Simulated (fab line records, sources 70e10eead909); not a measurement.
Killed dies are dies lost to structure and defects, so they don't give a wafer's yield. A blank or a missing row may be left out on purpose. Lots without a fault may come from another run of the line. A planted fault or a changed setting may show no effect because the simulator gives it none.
Which tool did it? | flow nand_harc | 22 lots, 66 wafers sampled, at 6 steps of a route of 1302

WHAT THE GAUGES READ, wafer by wafer
The record holds no reading of a measuring or inspecting step that can be judged against a usual standard deviation.

WHICH TOOL RAN EACH LOT (tool, then ch and the chambers of the sampled wafers, then the start)
lot  | NHARC_A_STAIRCASE_DESCUM_168       | NHARC_A_STAIRCASE_STRIP_171          | NHARC_A_STAIRCASE_ETCH_17                     | NHARC_A_STAIRCASE_ETCH_27                     | NHARC_A_STAIRCASE_TRIM_196         | NHARC_A_STAIRCASE_TRIM_200
L074 | rie_diel-04 ch 0,2, day 15 03:33   | plasma_asher-02 ch 0,1, day 15 04:22 | rie_diel-12 ch 1,3, day 15 14:03 or earlier   | rie_diel-12 ch 0,1, day 15 14:03 or earlier   | rie_diel-12 ch 0,3, day 15 14:03   | rie_diel-12 ch 0,2,3, no start
L075 | rie_diel-12 ch 0,1,2, day 15 17:43 | plasma_asher-02 ch 0,1, day 15 18:13 | rie_diel-12 ch 0,1,3, day 16 00:34 or earlier | rie_diel-01 ch 0,1,2, day 16 00:34 or earlier | rie_diel-12 ch 1,2,3, day 16 00:34 | rie_diel-12 ch 0,2,3, no start
L076 | rie_diel-01 ch 1,2, day 16 00:58   | plasma_asher-01 ch 0,1, day 16 01:55 | rie_diel-12 ch 0,1,3, day 16 09:29 or earlier | rie_diel-12 ch 0,2,3, day 16 09:29 or earlier | rie_diel-04 ch 0,1, day 16 09:29   | rie_diel-04 ch 1,2, no start
L077 | rie_diel-04 ch 2,3, day 17 05:09   | plasma_asher-01 ch 0,1, day 17 05:34 | rie_diel-12 ch 2,3, day 17 11:54 or earlier   | rie_diel-12 ch 1,2,3, day 17 11:54 or earlier | rie_diel-12 ch 0,1,3, day 17 11:54 | rie_diel-12 ch 0,3, no start
L078 | rie_diel-04 ch 1,2,3, day 17 10:40 | plasma_asher-01 ch 1, day 17 11:01   | rie_diel-04 ch 0,1,2, day 17 19:22 or earlier | rie_diel-01 ch 0,2,3, day 17 19:22 or earlier | rie_diel-01 ch 0,2,3, day 17 19:22 | rie_diel-01 ch 0,1,2, no start
L079 | rie_diel-01 ch 0,1,3, day 17 18:07 | plasma_asher-01 ch 0,1, day 17 18:34 | rie_diel-12 ch 0,1,2, day 18 01:22 or earlier | rie_diel-04 ch 0,1,2, day 18 01:22 or earlier | rie_diel-01 ch 1,2,3, day 18 01:22 | rie_diel-01 ch 0,1,2, no start
L080 | rie_diel-01 ch 1,2,3, day 17 18:12 | plasma_asher-02 ch 0,1, day 17 18:44 | rie_diel-12 ch 1,2, day 18 01:34 or earlier   | rie_diel-01 ch 1,2, day 18 01:34 or earlier   | rie_diel-01 ch 0,2,3, day 18 01:34 | rie_diel-01 ch 2,3, no start
L081 | rie_diel-01 ch 0,1,3, day 18 07:43 | plasma_asher-01 ch 0,1, day 18 08:14 | rie_diel-04 ch 0,2, day 18 14:35 or earlier   | rie_diel-04 ch 1,2, day 18 14:35 or earlier   | rie_diel-12 ch 1,2,3, day 18 14:35 | rie_diel-12 ch 1,2,3, no start
L083 | rie_diel-01 ch 0,3, day 19 17:07   | plasma_asher-02 ch 0,1, day 19 17:37 | rie_diel-04 ch 0,2,3, day 19 23:46 or earlier | rie_diel-04 ch 1,3, day 19 23:46 or earlier   | rie_diel-01 ch 1,2,3, day 19 23:46 | rie_diel-01 ch 0,2,3, no start
L082 | rie_diel-01 ch 0,1,3, day 19 17:23 | plasma_asher-01 ch 0,1, day 19 18:15 | rie_diel-01 ch 0,1,2, day 20 00:30 or earlier | rie_diel-01 ch 1,2, day 20 00:30 or earlier   | rie_diel-04 ch 1,2,3, day 20 00:30 | rie_diel-04 ch 1,3, no start
L085 | rie_diel-12 ch 0,3, day 20 06:17   | plasma_asher-02 ch 0,1, day 20 06:40 | rie_diel-12 ch 0,3, day 20 14:07 or earlier   | rie_diel-12 ch 1,2,3, day 20 14:07 or earlier | rie_diel-12 ch 1,3, day 20 14:07   | rie_diel-12 ch 0,1, no start
L086 | rie_diel-12 ch 1,2,3, day 20 10:05 | plasma_asher-02 ch 0, day 20 10:37   | rie_diel-04 ch 0,2, day 20 21:03 or earlier   | rie_diel-01 ch 1,3, day 20 21:03 or earlier   | rie_diel-12 ch 0,1,2, day 20 21:03 | rie_diel-12 ch 1,2, no start
L087 | rie_diel-12 ch 0,1, day 21 01:18   | plasma_asher-01 ch 0,1, day 21 01:43 | rie_diel-12 ch 1,2,3, day 21 08:02 or earlier | rie_diel-12 ch 0,1,3, day 21 08:02 or earlier | rie_diel-01 ch 0,2,3, day 21 08:02 | rie_diel-01 ch 0,2,3, no start
L090 | rie_diel-04 ch 1,3, day 22 03:40   | plasma_asher-01 ch 0,1, day 22 04:09 | rie_diel-01 ch 0,1,2, day 22 10:58 or earlier | rie_diel-01 ch 0,1,3, day 22 10:58 or earlier | rie_diel-12 ch 0,1, day 22 10:58   | rie_diel-12 ch 2,3, no start
L089 | rie_diel-12 ch 1,3, day 22 03:46   | plasma_asher-02 ch 0,1, day 22 04:21 | rie_diel-12 ch 0,1,3, day 22 10:49 or earlier | rie_diel-12 ch 0,2,3, day 22 10:49 or earlier | rie_diel-12 ch 0,1,2, day 22 10:49 | rie_diel-12 ch 1,2,3, no start
L088 | rie_diel-12 ch 0,1,3, day 22 06:59 | plasma_asher-01 ch 0,1, day 22 07:26 | rie_diel-12 ch 0,2, day 22 14:22 or earlier   | rie_diel-01 ch 0,1,3, day 22 14:22 or earlier | rie_diel-12 ch 0,1,2, day 22 14:22 | rie_diel-12 ch 1,3, no start
L092 | rie_diel-04 ch 0,1,2, day 22 17:01 | plasma_asher-02 ch 0,1, day 22 17:35 | rie_diel-01 ch 0,2, day 22 23:49 or earlier   | rie_diel-01 ch 0,1,2, day 22 23:49 or earlier | rie_diel-04 ch 0,1,3, day 22 23:49 | rie_diel-04 ch 0,1, no start
L091 | rie_diel-04 ch 0,2,3, day 22 17:05 | plasma_asher-02 ch 0,1, day 22 18:17 | rie_diel-04 ch 1,2,3, day 23 01:09 or earlier | rie_diel-12 ch 0,3, day 23 01:09 or earlier   | rie_diel-01 ch 0,3, day 23 01:09   | rie_diel-01 ch 0,1,2, no start
L093 | rie_diel-12 ch 1,2,3, day 23 01:56 | plasma_asher-01 ch 0,1, day 23 02:16 | rie_diel-04 ch 0,2, day 23 08:49 or earlier   | rie_diel-04 ch 1,2,3, day 23 08:49 or earlier | rie_diel-01 ch 0,1,3, day 23 08:49 | rie_diel-01 ch 2,3, no start
L094 | rie_diel-12 ch 1,2,3, day 24 17:10 | plasma_asher-01 ch 0, day 24 17:29   | rie_diel-12 ch 0,2,3, day 25 00:09 or earlier | rie_diel-12 ch 0,2,3, day 25 00:09 or earlier | rie_diel-04 ch 1,2, day 25 00:09   | rie_diel-04 ch 0,3, no start
L095 | rie_diel-12 ch 1,2,3, day 24 17:20 | plasma_asher-02 ch 0, day 24 17:38   | rie_diel-01 ch 0,1,3, day 25 00:01 or earlier | rie_diel-01 ch 0,2,3, day 25 00:01 or earlier | rie_diel-12 ch 1,2,3, day 25 00:01 | rie_diel-12 ch 0,2, no start
L096 | rie_diel-01 ch 0,1, day 25 02:54   | plasma_asher-02 ch 0,1, day 25 03:13 | rie_diel-01 ch 1,2,3, day 25 09:24 or earlier | rie_diel-01 ch 0,3, day 25 09:24 or earlier   | rie_diel-12 ch 0,2,3, day 25 09:24 | rie_diel-12 ch 0,1,3, no start
- NHARC_A_STAIRCASE_DESCUM_168: chemistry O2, time 3 s.
- NHARC_A_STAIRCASE_STRIP_171: strips in O2.
- NHARC_A_STAIRCASE_ETCH_17: etches the open film in C4F8/O2, target depth 100 nm, time 40.5 s.
- NHARC_A_STAIRCASE_ETCH_27: etches the open film in C4F8/O2, target depth 100 nm, time 40.5 s.
- NHARC_A_STAIRCASE_TRIM_196: chemistry O2, time 211.2 s.
- NHARC_A_STAIRCASE_TRIM_200: chemistry O2, time 211.2 s.

WHAT THE TOOLS THEMSELVES READ (means of the sampled wafers that have a number; where no wafer has one, the mark that the record gives instead)
NHARC_A_STAIRCASE_DESCUM_168. Usual: drypump_motor_current_A 5.7 A, standard deviation 0.39; mfc_ar_sccm 0.002 sccm, standard deviation 0.003; oes_product_au 1.004 a.u., standard deviation 0.0094; rf_vpp_V 57.9 V, standard deviation 0.88; showerhead_plenum_p_Torr 1.95 Torr, standard deviation 0.093; throttle_valve_pct 11.311 %, standard deviation 0.0092.
lot  | tool        | drypump_motor_current_A (A) | mfc_ar_sccm (sccm) | oes_product_au (a.u.) | rf_vpp_V (V) | showerhead_plenum_p_Torr (Torr) | throttle_valve_pct (%) | flag
L074 | rie_diel-04 | 5.6                         | 0.000              | 1.007                 | 58.1         | 1.96                            | 11.310                 |
L075 | rie_diel-12 | 5.8                         | 0.002              | 1.009                 | 58.4         | 1.99                            | 11.312                 |
L076 | rie_diel-01 | 5.8                         | 0.003              | 1.005                 | 58.3         | 1.93                            | 11.311                 |
L077 | rie_diel-04 | 5.4                         | 0.000              | 1.010                 | 57.6         | 1.87                            | 11.310                 |
L078 | rie_diel-04 | 5.5                         | 0.000              | 1.006                 | 58.1         | 1.91                            | 11.310                 |
L079 | rie_diel-01 | 5.7                         | 0.000              | 1.010                 | 58.3         | 1.91                            | 11.317                 |
L080 | rie_diel-01 | 5.8                         | 0.002              | 1.005                 | 58.0         | 1.90                            | 11.312                 |
L081 | rie_diel-01 | 5.7                         | 0.000              | 1.007                 | 57.6         | 1.91                            | 11.306                 |
L083 | rie_diel-01 | 5.7                         | 0.000              | 1.010                 | 58.0         | 1.90                            | 11.314                 |
L082 | rie_diel-01 | 5.7                         | 0.000              | 1.014                 | 57.8         | 1.91                            | 11.315                 |
L085 | rie_diel-12 | 6.1                         | 0.003              | 0.996                 | 58.0         | 2.02                            | 11.309                 |
L086 | rie_diel-12 | 5.6                         | 0.005              | 0.996                 | 57.7         | 1.95                            | 11.313                 |
L087 | rie_diel-12 | 6.1                         | 0.002              | 1.007                 | 58.2         | 2.05                            | 11.310                 |
L090 | rie_diel-04 | 5.6                         | 0.000              | 1.015                 | 57.3         | 1.84                            | 11.303                 |
L089 | rie_diel-12 | 5.7                         | 0.007              | 1.010                 | 58.7         | 2.00                            | 11.303                 |
L088 | rie_diel-12 | 5.9                         | 0.005              | 0.994                 | 57.0         | 2.01                            | 11.315                 |
L092 | rie_diel-04 | 5.9                         | 0.000              | 1.017                 | 58.2         | 1.99                            | 11.317                 |
L091 | rie_diel-04 | 5.7                         | 0.000              | 1.010                 | 58.4         | 1.96                            | 11.310                 |
L093 | rie_diel-12 | 5.6                         | 0.005              | 0.998                 | 58.3         | 1.94                            | 11.296                 |
L094 | rie_diel-12 | 5.6                         | 0.005              | 0.995                 | 58.0         | 1.94                            | 11.313                 |
L095 | rie_diel-12 | 5.6                         | 0.005              | 0.995                 | 57.4         | 1.94                            | 11.326                 |
L096 | rie_diel-01 | 5.6                         | 0.000              | 0.995                 | 58.4         | 1.96                            | 11.295                 |

NHARC_A_STAIRCASE_STRIP_171. Usual: drypump_motor_current_A 5.6 A, standard deviation 0.41; heater_power_w 353 W, standard deviation 45.
lot  | tool            | drypump_motor_current_A (A) | heater_power_w (W) | flag
L074 | plasma_asher-02 | 5.8                         | 309                |
L075 | plasma_asher-02 | 5.8                         | 340                |
L076 | plasma_asher-01 | 5.6                         | 394                |
L077 | plasma_asher-01 | 5.6                         | 397                |
L078 | plasma_asher-01 | 5.0                         | 366                |
L079 | plasma_asher-01 | 5.3                         | 381                |
L080 | plasma_asher-02 | 5.8                         | 341                |
L081 | plasma_asher-01 | 5.7                         | 395                |
L083 | plasma_asher-02 | 5.8                         | 305                |
L082 | plasma_asher-01 | 5.7                         | 400                |
L085 | plasma_asher-02 | 5.8                         | 303                |
L086 | plasma_asher-02 | 5.9                         | 336                |
L087 | plasma_asher-01 | 5.7                         | 395                |
L090 | plasma_asher-01 | 5.3                         | 381                |
L089 | plasma_asher-02 | 5.8                         | 317                |
L088 | plasma_asher-01 | 5.3                         | 384                |
L092 | plasma_asher-02 | 5.8                         | 302                |
L091 | plasma_asher-02 | 5.8                         | 299                |
L093 | plasma_asher-01 | 5.7                         | 387                |
L094 | plasma_asher-01 | 6.0                         | 405                |
L095 | plasma_asher-02 | 5.9                         | 340                |
L096 | plasma_asher-02 | 5.8                         | 301                |

NHARC_A_STAIRCASE_ETCH_17. Usual: oes_product_au 0.947 a.u., standard deviation 0.012; rf_fwd_power_W 591.9 W, standard deviation 3; rf_vpp_V 898 V, standard deviation 5.8.
lot  | tool        | oes_product_au (a.u.) | rf_fwd_power_W (W) | rf_vpp_V (V) | flag
L074 | rie_diel-12 | 0.962                 | 592.5              | 902          |
L075 | rie_diel-12 | 0.952                 | 594.7              | 902          |
L076 | rie_diel-12 | 0.947                 | 595.2              | 902          |
L077 | rie_diel-12 | 0.944                 | 590.4              | 895          |
L078 | rie_diel-04 | 0.953                 | 591.4              | 901          |
L079 | rie_diel-12 | 0.945                 | 594.7              | 901          |
L080 | rie_diel-12 | 0.939                 | 591.3              | 896          |
L081 | rie_diel-04 | 0.946                 | 592.3              | 905          |
L083 | rie_diel-04 | 0.951                 | 592.5              | 899          |
L082 | rie_diel-01 | 0.952                 | 590.9              | 897          |
L085 | rie_diel-12 | 0.950                 | 591.8              | 900          |
L086 | rie_diel-04 | 0.946                 | 589.0              | 904          |
L087 | rie_diel-12 | 0.938                 | 591.9              | 897          |
L090 | rie_diel-01 | 0.952                 | 588.7              | 897          |
L089 | rie_diel-12 | 0.939                 | 592.4              | 902          |
L088 | rie_diel-12 | 0.934                 | 590.7              | 897          |
L092 | rie_diel-01 | 0.957                 | 590.0              | 896          |
L091 | rie_diel-04 | 0.954                 | 591.0              | 894          |
L093 | rie_diel-04 | 0.944                 | 592.6              | 904          |
L094 | rie_diel-12 | 0.946                 | 591.3              | 899          |
L095 | rie_diel-01 | 0.942                 | 592.0              | 896          |
L096 | rie_diel-01 | 0.933                 | 589.7              | 894          |

NHARC_A_STAIRCASE_ETCH_27. Usual: oes_product_au 0.947 a.u., standard deviation 0.011; rf_fwd_power_W 591.3 W, standard deviation 2.5; rf_vpp_V 897 V, standard deviation 5.5.
lot  | tool        | oes_product_au (a.u.) | rf_fwd_power_W (W) | rf_vpp_V (V) | flag
L074 | rie_diel-12 | 0.959                 | 596.1              | 904          |
L075 | rie_diel-01 | 0.947                 | 589.3              | 898          |
L076 | rie_diel-12 | 0.955                 | 592.4              | 899          |
L077 | rie_diel-12 | 0.948                 | 591.5              | 899          |
L078 | rie_diel-01 | 0.950                 | 589.8              | 894          |
L079 | rie_diel-04 | 0.954                 | 590.7              | 902          |
L080 | rie_diel-01 | 0.946                 | 590.2              | 899          |
L081 | rie_diel-04 | 0.954                 | 589.0              | 898          |
L083 | rie_diel-04 | 0.955                 | 592.4              | 890          |
L082 | rie_diel-01 | 0.940                 | 591.1              | 896          |
L085 | rie_diel-12 | 0.930                 | 591.8              | 898          |
L086 | rie_diel-01 | 0.958                 | 591.4              | 897          |
L087 | rie_diel-12 | 0.947                 | 592.5              | 901          |
L090 | rie_diel-01 | 0.961                 | 590.4              | 895          |
L089 | rie_diel-12 | 0.940                 | 590.3              | 899          |
L088 | rie_diel-01 | 0.939                 | 590.2              | 896          |
L092 | rie_diel-01 | 0.950                 | 589.7              | 897          |
L091 | rie_diel-12 | 0.948                 | 594.2              | 900          |
L093 | rie_diel-04 | 0.949                 | 590.6              | 895          |
L094 | rie_diel-12 | 0.945                 | 590.6              | 899          |
L095 | rie_diel-01 | 0.949                 | 590.0              | 893          |
L096 | rie_diel-01 | 0.943                 | 589.2              | 891          |

NHARC_A_STAIRCASE_TRIM_196. Usual: drypump_motor_current_A 5.7 A, standard deviation 0.37; mfc_ar_sccm 0.002 sccm, standard deviation 0.0033; oes_product_au 1.002 a.u., standard deviation 0.0097; rf_vpp_V 57.8 V, standard deviation 0.84; showerhead_plenum_p_Torr 3.58 Torr, standard deviation 0.16; throttle_valve_pct 17.036 %, standard deviation 0.0093.
lot  | tool        | drypump_motor_current_A (A) | mfc_ar_sccm (sccm) | oes_product_au (a.u.) | rf_vpp_V (V) | showerhead_plenum_p_Torr (Torr) | throttle_valve_pct (%) | flag
L074 | rie_diel-12 | 5.8                         | 0.006              | 0.999                 | 58.3         | 3.67                            | 17.029                 |
L075 | rie_diel-12 | 5.6                         | 0.005              | 1.001                 | 58.5         | 3.60                            | 17.036                 |
L076 | rie_diel-04 | 6.4                         | 0.000              | 1.006                 | 57.6         | 3.70                            | 17.034                 |
L077 | rie_diel-12 | 5.9                         | 0.005              | 0.996                 | 58.6         | 3.71                            | 17.043                 |
L078 | rie_diel-01 | 5.8                         | 0.002              | 1.002                 | 57.9         | 3.48                            | 17.037                 |
L079 | rie_diel-01 | 5.8                         | 0.002              | 1.004                 | 58.2         | 3.51                            | 17.033                 |
L080 | rie_diel-01 | 5.8                         | 0.002              | 1.001                 | 57.6         | 3.47                            | 17.045                 |
L081 | rie_diel-12 | 5.6                         | 0.005              | 1.000                 | 58.5         | 3.59                            | 17.034                 |
L083 | rie_diel-01 | 5.8                         | 0.002              | 1.004                 | 57.5         | 3.50                            | 17.037                 |
L082 | rie_diel-04 | 5.5                         | 0.000              | 1.012                 | 57.1         | 3.51                            | 17.031                 |
L085 | rie_diel-12 | 5.7                         | 0.008              | 1.002                 | 57.8         | 3.63                            | 17.046                 |
L086 | rie_diel-12 | 5.8                         | 0.002              | 0.995                 | 57.6         | 3.65                            | 17.046                 |
L087 | rie_diel-01 | 5.8                         | 0.002              | 0.999                 | 58.2         | 3.46                            | 17.039                 |
L090 | rie_diel-12 | 6.1                         | 0.002              | 0.998                 | 58.3         | 3.75                            | 17.034                 |
L089 | rie_diel-12 | 5.8                         | 0.002              | 0.993                 | 57.9         | 3.64                            | 17.032                 |
L088 | rie_diel-12 | 5.8                         | 0.002              | 0.988                 | 57.9         | 3.64                            | 17.037                 |
L092 | rie_diel-04 | 6.0                         | 0.000              | 1.016                 | 57.6         | 3.51                            | 17.034                 |
L091 | rie_diel-01 | 5.8                         | 0.000              | 1.006                 | 56.9         | 3.40                            | 17.025                 |
L093 | rie_diel-01 | 5.7                         | 0.000              | 1.007                 | 57.4         | 3.51                            | 17.041                 |
L094 | rie_diel-04 | 5.4                         | 0.000              | 1.002                 | 57.6         | 3.65                            | 17.030                 |
L095 | rie_diel-12 | 5.6                         | 0.005              | 0.995                 | 57.8         | 3.56                            | 17.039                 |
L096 | rie_diel-12 | 5.7                         | 0.003              | 1.007                 | 57.3         | 3.59                            | 17.037                 |

NHARC_A_STAIRCASE_TRIM_200. Usual: drypump_motor_current_A 5.8 A, standard deviation 0.38; mfc_ar_sccm 0.002 sccm, standard deviation 0.0033; oes_product_au 1.003 a.u., standard deviation 0.01; rf_vpp_V 58.0 V, standard deviation 0.94; showerhead_plenum_p_Torr 3.59 Torr, standard deviation 0.15; throttle_valve_pct 17.036 %, standard deviation 0.0089.
lot  | tool        | drypump_motor_current_A (A) | mfc_ar_sccm (sccm) | oes_product_au (a.u.) | rf_vpp_V (V) | showerhead_plenum_p_Torr (Torr) | throttle_valve_pct (%) | flag
L074 | rie_diel-12 | 5.8                         | 0.003              | 1.005                 | 58.1         | 3.63                            | 17.043                 |
L075 | rie_diel-12 | 5.7                         | 0.003              | 1.001                 | 58.2         | 3.62                            | 17.044                 |
L076 | rie_diel-04 | 5.6                         | 0.000              | 1.008                 | 57.6         | 3.59                            | 17.045                 |
L077 | rie_diel-12 | 6.1                         | 0.003              | 1.015                 | 58.4         | 3.73                            | 17.033                 |
L078 | rie_diel-01 | 5.7                         | 0.002              | 1.007                 | 58.2         | 3.58                            | 17.030                 |
L079 | rie_diel-01 | 5.7                         | 0.002              | 1.011                 | 58.8         | 3.58                            | 17.039                 |
L080 | rie_diel-01 | 5.8                         | 0.002              | 1.000                 | 57.4         | 3.40                            | 17.042                 |
L081 | rie_diel-12 | 5.6                         | 0.005              | 1.006                 | 57.6         | 3.59                            | 17.036                 |
L083 | rie_diel-01 | 5.8                         | 0.002              | 0.997                 | 57.4         | 3.47                            | 17.044                 |
L082 | rie_diel-04 | 5.6                         | 0.000              | 1.008                 | 57.5         | 3.35                            | 17.031                 |
L085 | rie_diel-12 | 6.1                         | 0.002              | 1.009                 | 58.6         | 3.76                            | 17.027                 |
L086 | rie_diel-12 | 5.5                         | 0.003              | 0.998                 | 57.3         | 3.54                            | 17.041                 |
L087 | rie_diel-01 | 5.8                         | 0.002              | 0.992                 | 57.6         | 3.46                            | 17.047                 |
L090 | rie_diel-12 | 5.4                         | 0.004              | 0.989                 | 57.5         | 3.49                            | 17.034                 |
L089 | rie_diel-12 | 5.6                         | 0.005              | 0.994                 | 57.8         | 3.58                            | 17.030                 |
L088 | rie_diel-12 | 5.7                         | 0.008              | 0.992                 | 57.6         | 3.62                            | 17.034                 |
L092 | rie_diel-04 | 6.1                         | 0.000              | 1.020                 | 58.0         | 3.57                            | 17.033                 |
L091 | rie_diel-01 | 5.7                         | 0.002              | 1.011                 | 58.1         | 3.56                            | 17.034                 |
L093 | rie_diel-01 | 5.9                         | 0.003              | 0.996                 | 57.1         | 3.42                            | 17.035                 |
L094 | rie_diel-04 | 5.9                         | 0.000              | 1.006                 | 58.2         | 3.79                            | 17.038                 |
L095 | rie_diel-12 | 6.0                         | 0.000              | 1.001                 | 58.4         | 3.65                            | 17.031                 |
L096 | rie_diel-12 | 5.9                         | 0.005              | 1.006                 | 57.5         | 3.67                            | 17.037                 |

THE ANSWER, worked out from the rows above alone
Rule: a lot is off if the mean of its wafers that have a number lies more than 3 standard deviations from the usual mean. A lot without any number at a reading at which 4 lots or more have one is off too. The other lots that the step has rows for count as sound. The gauges are gone through in route order, then the tools' own readings, and for those a lot's mean is taken as printed above. The first step at which some lot is off is used, and at that step the reading that is off furthest; a lot without a number counts as furthest.
No lot is off at any reading shown: from this, nothing can be told.

WHAT THE SIMULATOR HAD PUT IN
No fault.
